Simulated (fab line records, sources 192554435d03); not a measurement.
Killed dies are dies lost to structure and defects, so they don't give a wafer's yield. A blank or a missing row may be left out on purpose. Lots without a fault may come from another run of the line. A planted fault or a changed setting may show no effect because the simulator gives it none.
Which tool did it? | flow n5_finfet | 22 lots, 66 wafers sampled, at 2 steps of a route of 1938

WHAT THE GAUGES READ, wafer by wafer
N5_BEOL_M9_THK_MEAS_01. Usual: M9_ILD_THK 268 nm, standard deviation 3.5.
lot  | measured     | on            | M9_ILD_THK (nm) | flag
L076 | day 9 13:59  | film_metro-02 | 265 261 267     |
L075 | day 10 04:58 | film_metro-01 | 270 268 273     |
L077 | day 10 20:52 | film_metro-01 | 267 270 271     |
L081 | day 11 02:50 | film_metro-02 | 268 262 270     |
L079 | day 11 06:34 | film_metro-01 | 268 269 269     |
L080 | day 11 06:48 | film_metro-01 | 261 262 267     |
L082 | day 11 18:45 | film_metro-02 | 265 269 261     |
L084 | day 12 06:02 | film_metro-02 | 266 265 271     |
L083 | day 12 08:01 | film_metro-01 | 264 269 269     |
L085 | day 12 10:33 | film_metro-02 | 266 266 272     |
L086 | day 12 13:47 | film_metro-01 | 263 267 265     |
L087 | day 12 22:00 | film_metro-02 | 267 270 271     |
L089 | day 13 01:42 | film_metro-01 | 270 272 270     |
L088 | day 13 02:20 | film_metro-02 | 263 264 269     |
L090 | day 13 04:14 | film_metro-01 | 269 265 272     |
L091 | day 13 12:11 | film_metro-01 | 266 274 271     |
L093 | day 14 10:19 | film_metro-02 | 271 269 270     |
L092 | day 14 10:51 | film_metro-02 | 262 267 270     |
L095 | day 14 20:40 | film_metro-01 | 257 262 262     |
L094 | day 14 21:11 | film_metro-01 | 269 272 268     |
L096 | day 15 02:26 | film_metro-02 | 264 266 270     |
L097 | day 15 03:19 | film_metro-02 | 263 270 272     |

WHICH TOOL RAN EACH LOT (tool, then ch and the chambers of the sampled wafers, then the start)
lot  | N5_BEOL_M8_ANNEAL_51
L076 | rtp_anneal-02 ch 0, day 9 12:35
L075 | rtp_anneal-02 ch 0, day 10 02:07
L077 | rtp_anneal-01 ch 0, day 10 19:28
L081 | rtp_anneal-01 ch 0, day 11 01:30
L079 | rtp_anneal-01 ch 0, day 11 04:23
L080 | rtp_anneal-01 ch 0, day 11 05:07
L082 | rtp_anneal-01 ch 0, day 11 17:22
L084 | rtp_anneal-01 ch 0, day 12 04:42
L083 | rtp_anneal-02 ch 0, day 12 06:11
L085 | rtp_anneal-01 ch 0, day 12 09:15
L086 | rtp_anneal-01 ch 0, day 12 12:22
L087 | rtp_anneal-02 ch 0, day 12 20:37
L089 | rtp_anneal-01 ch 0, day 13 00:26
L088 | rtp_anneal-01 ch 0, day 13 00:55
L090 | rtp_anneal-02 ch 0, day 13 02:52
L091 | rtp_anneal-01 ch 0, day 13 10:47
L093 | rtp_anneal-02 ch 0, day 14 08:45
L092 | rtp_anneal-02 ch 0, day 14 09:17
L095 | rtp_anneal-01 ch 0, day 14 19:17
L094 | rtp_anneal-01 ch 0, day 14 19:49
L096 | rtp_anneal-02 ch 0, day 15 00:46
L097 | rtp_anneal-01 ch 0, day 15 01:59
- N5_BEOL_M8_ANNEAL_51: time 90 s.

WHAT THE TOOLS THEMSELVES READ (means of the sampled wafers that have a number; where no wafer has one, the mark that the record gives instead)
N5_BEOL_M8_ANNEAL_51. Usual: wafer_temp_C_max 226.1, standard deviation 0.42.
lot  | tool          | wafer_temp_C_max | flag
L076 | rtp_anneal-02 | 225.7            |
L075 | rtp_anneal-02 | 225.8            |
L077 | rtp_anneal-01 | 226.4            |
L081 | rtp_anneal-01 | 226.5            |
L079 | rtp_anneal-01 | 226.3            |
L080 | rtp_anneal-01 | 226.2            |
L082 | rtp_anneal-01 | 226.3            |
L084 | rtp_anneal-01 | 226.6            |
L083 | rtp_anneal-02 | 226.1            |
L085 | rtp_anneal-01 | 225.9            |
L086 | rtp_anneal-01 | 226.0            |
L087 | rtp_anneal-02 | 225.6            |
L089 | rtp_anneal-01 | 226.6            |
L088 | rtp_anneal-01 | 226.5            |
L090 | rtp_anneal-02 | 225.6            |
L091 | rtp_anneal-01 | 226.4            |
L093 | rtp_anneal-02 | 225.6            |
L092 | rtp_anneal-02 | 225.8            |
L095 | rtp_anneal-01 | 226.5            |
L094 | rtp_anneal-01 | 226.4            |
L096 | rtp_anneal-02 | 225.7            |
L097 | rtp_anneal-01 | 226.1            |

THE ANSWER, worked out from the rows above alone
Rule: a lot is off if the mean of its wafers that have a number lies more than 3 standard deviations from the usual mean. A lot without any number at a reading at which 4 lots or more have one is off too. The other lots that the step has rows for count as sound. The gauges are gone through in route order, then the tools' own readings, and for those a lot's mean is taken as printed above. The first step at which some lot is off is used, and at that step the reading that is off furthest; a lot without a number counts as furthest.
No lot is off at any reading shown: from this, nothing can be told.

WHAT THE SIMULATOR HAD PUT IN
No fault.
